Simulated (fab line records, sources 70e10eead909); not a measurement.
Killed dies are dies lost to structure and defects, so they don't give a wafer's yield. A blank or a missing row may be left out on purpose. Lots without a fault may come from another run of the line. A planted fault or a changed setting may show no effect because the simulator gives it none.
Chamber matching | flow nand_harc | NHARC_A_STAIRCASE_TRIM_196 on rie_diel-04: 4 sister chambers
The step chemistry O2, time 211.2 s. 30 wafers are shown with their chamber, then 12 later ones without.

WAFERS WITH THEIR CHAMBER
wafer  | chamber | drypump_motor_current_A (A) | showerhead_plenum_p_Torr (Torr) | oes_product_au (a.u.)
L076.1 | 0       | 6.03                        | 3.44                            | 0.990
L076.2 | 1       | 5.78                        | 3.78                            | 0.994
L076.4 | 2       | 5.53                        | 3.48                            | 0.991
L076.3 | 3       | 5.26                        | 3.40                            | 0.990
L076.5 | 3       | 5.25                        | 3.40                            | 0.992
L076.6 | 2       | 5.54                        | 3.48                            | 0.990
L079.2 | 0       | 6.02                        | 3.44                            | 0.993
L079.3 | 3       | 5.24                        | 3.39                            | 0.997
L079.6 | 0       | 6.01                        | 3.44                            | 0.992
L080.1 | 3       | 5.24                        | 3.39                            | 0.998
L080.2 | 1       | 5.78                        | 3.78                            | 0.992
L080.6 | 1       | 5.77                        | 3.78                            | 1.002
L085.2 | 3       | 5.24                        | 3.38                            | 1.006
L085.3 | 1       | 5.76                        | 3.77                            | 1.017
L085.6 | 3       | 5.25                        | 3.38                            | 0.999
L088.1 | 2       | 5.53                        | 3.46                            | 0.989
L088.4 | 3       | 5.25                        | 3.38                            | 1.004
L088.5 | 0       | 6.02                        | 3.43                            | 1.006
L086.3 | 1       | 5.79                        | 3.77                            | 1.007
L086.4 | 2       | 5.51                        | 3.46                            | 0.991
L086.5 | 0       | 6.01                        | 3.43                            | 1.001
L091.2 | 1       | 5.80                        | 3.76                            | 1.024
L091.3 | 0       | 6.01                        | 3.42                            | 1.016
L091.4 | 3       | 5.26                        | 3.38                            | 1.011
L094.1 | 0       | 6.01                        | 3.42                            | 1.007
L094.4 | 3       | 5.23                        | 3.38                            | 1.003
L094.6 | 1       | 5.78                        | 3.76                            | 1.018
L094.2 | 1       | 5.78                        | 3.76                            | 1.017
L094.3 | 2       | 5.54                        | 3.46                            | 0.987
L094.5 | 0       | 6.03                        | 3.42                            | 1.010

SIGNATURES (means of the wafers above)
reading                  | chamber 0 | chamber 1 | chamber 2 | chamber 3 | scatter within a chamber
drypump_motor_current_A  | 6.0175    | 5.7800    | 5.5300    | 5.2467    | 0.0107
showerhead_plenum_p_Torr | 3.4300    | 3.7700    | 3.4680    | 3.3867    | 0.00936
oes_product_au           | 1.00188   | 1.00887   | 0.98960   | 1.00000   | 0.00877
Rule: a wafer's distance from a chamber is the root of the sum, over the readings, of the square of ((its reading less the chamber's mean) divided by the reading's scatter). The wafer belongs to the nearest chamber; if the next one is less than 2 further off, it can't be placed. The scatter: the root of (the sum of the squares of (reading less its chamber's mean) over the shown wafers, divided by (wafers less chambers)).

WAFERS WITHOUT THEIR CHAMBER
wafer  | drypump_motor_current_A (A) | showerhead_plenum_p_Torr (Torr) | oes_product_au (a.u.)
L093.2 | 5.54                        | 3.46                            | 0.978
L093.3 | 5.23                        | 3.38                            | 1.000
L093.4 | 5.78                        | 3.76                            | 1.008
L093.1 | 6.01                        | 3.42                            | 0.998
L093.5 | 5.81                        | 3.76                            | 1.022
L093.6 | 5.53                        | 3.46                            | 0.985
L095.2 | 5.79                        | 3.76                            | 1.014
L095.3 | 6.01                        | 3.42                            | 1.003
L095.6 | 6.01                        | 3.42                            | 1.010
L096.3 | 6.01                        | 3.42                            | 1.003
L096.4 | 5.80                        | 3.76                            | 1.008
L096.6 | 5.79                        | 3.76                            | 1.015

WHICH CHAMBER EACH WENT THROUGH
wafer  | from the rows above | in truth
L093.2 | 2                   | 2
L093.3 | 3                   | 3
L093.4 | 1                   | 1
L093.1 | 0                   | 0
L093.5 | 1                   | 1
L093.6 | 2                   | 2
L095.2 | 1                   | 1
L095.3 | 0                   | 0
L095.6 | 0                   | 0
L096.3 | 0                   | 0
L096.4 | 1                   | 1
L096.6 | 1                   | 1
Placed correctly: 12 of 12. Can't be placed from these rows: 0. Placed wrongly: 0.
